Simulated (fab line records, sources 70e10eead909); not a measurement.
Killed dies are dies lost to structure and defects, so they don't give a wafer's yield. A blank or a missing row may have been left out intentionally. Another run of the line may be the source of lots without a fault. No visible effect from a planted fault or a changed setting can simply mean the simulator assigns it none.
A struck lot beside a sound one | flow nandHarc | 14 out of 1302 route steps
Sound: wafers L641.2, L641.4, L641.6. Struck: wafer L634.1. (L634.4, L634.6 of the same lot were not struck and are left out.) The cause comes at the end.
At each step with rows: each side's tool, then ch and its chambers, then its first start. Under that, the readings that differ: sound wafers | struck wafers | difference of the means | sigmas: that difference in standard deviations of wafers without a fault.
alike: same words and numbers on both sides, and readings whose means sit less than 2 such deviations apart. not compared: any withheld reading, any reading some wafer has no value for, any bound like >300 that may hide the same value, and any number with overlapping values for which the record gives no deviation.
The two part at a step that has a row with sigmas, a row that says differs or no value, or rows on one side only. Non-overlapping numbers with no deviation appear without sigmas and do not part them. A reading that every wafer of one side lacks parts them only if that side has two wafers or more.

NHARC_A_CHANNEL_FILL_D2_ALD_15: deposits SiNx, target thk 2 nm, pulse time 60 s, ald cycles 19.
  sound on aldSinBatch-02 ch 0; struck on aldSinBatch-02 ch 0
  alike: precursorPulseHeightRel
  not compared: aldCycles
NHARC_A_CHANNEL_FILL_D2_ALD_16: deposits SiO2, target thk 1.5 nm, pulse time 10 s, ald cycles 15.
  sound on aldHk-03 ch 0,1,2, day 21 18:25; struck on aldHk-04 ch 2, day 19 11:11
  alike: heaterPowerOuterW, heaterPowerW, precursorPulseHeightRel
  not compared: aldCycles
then, 3 steps without rows for these wafers: NHARC_A_CHANNEL_FILL_D2_ANNEAL_17 (time 1800 s); NHARC_A_CHANNEL_FILL_D2_CVD_18 (deposits poly-Si, target thk 3 nm); NHARC_A_CHANNEL_FILL_D2_ETCHBACK_19 (etches the open film in HBr/Cl2, target depth 5 nm, time 1.7 s).
NHARC_A_CHANNEL_FILL_D2_ETCHBACK_20: etches the open film in C4F8/O2/Ar, target depth 27 nm, time 13.5 s.
  sound on rieDiel-11 ch 0,2, day 22 06:17; struck on rieDiel-11 ch 3, day 19 23:28
  alike: oesProductAu, rfVppV
  not compared: rfHoursCounterH
NHARC_A_CHANNEL_FILL_D2_STRIP_28: strips in O2, time 20 s.
  sound on rieDiel-11 ch 1,2, day 22 06:22; struck on rieDiel-11 ch 0, day 19 23:32
  alike: drypumpMotorCurrentA, oesProductAu, rfVppV, showerheadPlenumPTorr, throttleValvePct
  not compared: rfHoursCounterH
then, 4 steps without rows for these wafers: NHARC_A_CHANNEL_FILL_D2_PRECLEAN_21 (cleans in dHF, time 30 s); NHARC_A_CHANNEL_FILL_D2_SRD_23; NHARC_A_CHANNEL_FILL_D2_CVD_05 (deposits poly-Si, target thk 5 nm); NHARC_A_CHANNEL_FILL_D2_ANNEAL_22 (time 7200 s).
NHARC_A_CHANNEL_FILL_D2_ALD_25: deposits SiOx, target thk 60 nm, pulse time 10 s, ald cycles 600.
  sound on aldHk-01 ch 0,2, day 22 18:12; struck on aldHk-03 ch 0, day 20 11:17
reading   | sound       | struck | difference | sigmas
aldCycles | 600 600 600 | 501    | -99        | 
  alike: heaterPowerOuterW, heaterPowerW, precursorPulseHeightRel
NHARC_A_CHANNEL_FILL_D2_ETCHBACK_08: etches the open film in C4F8, target depth 220 nm, time 110 s.
  sound on rieDiel-02 ch 2,3; struck on rieDiel-11 ch 1
  alike: oesProductAu, rfVppV
  not compared: rfHoursCounterH
-- the record jumps here: 9 days lie between the struck wafers' starts before and after (it left off in module A_CHANNEL_FILL_D2 and takes up again in module END, whose first step shown is number 1302 of the route) --
NHARC_END_SORT_01:
  at this point the record logs the struck wafers (prober-02 ch 0, day 29 15:56) and has no rows for the sound ones

WHERE THEY PART
Only at NHARC_END_SORT_01, as far as this record shows.

WHY: what had been put in by the simulator
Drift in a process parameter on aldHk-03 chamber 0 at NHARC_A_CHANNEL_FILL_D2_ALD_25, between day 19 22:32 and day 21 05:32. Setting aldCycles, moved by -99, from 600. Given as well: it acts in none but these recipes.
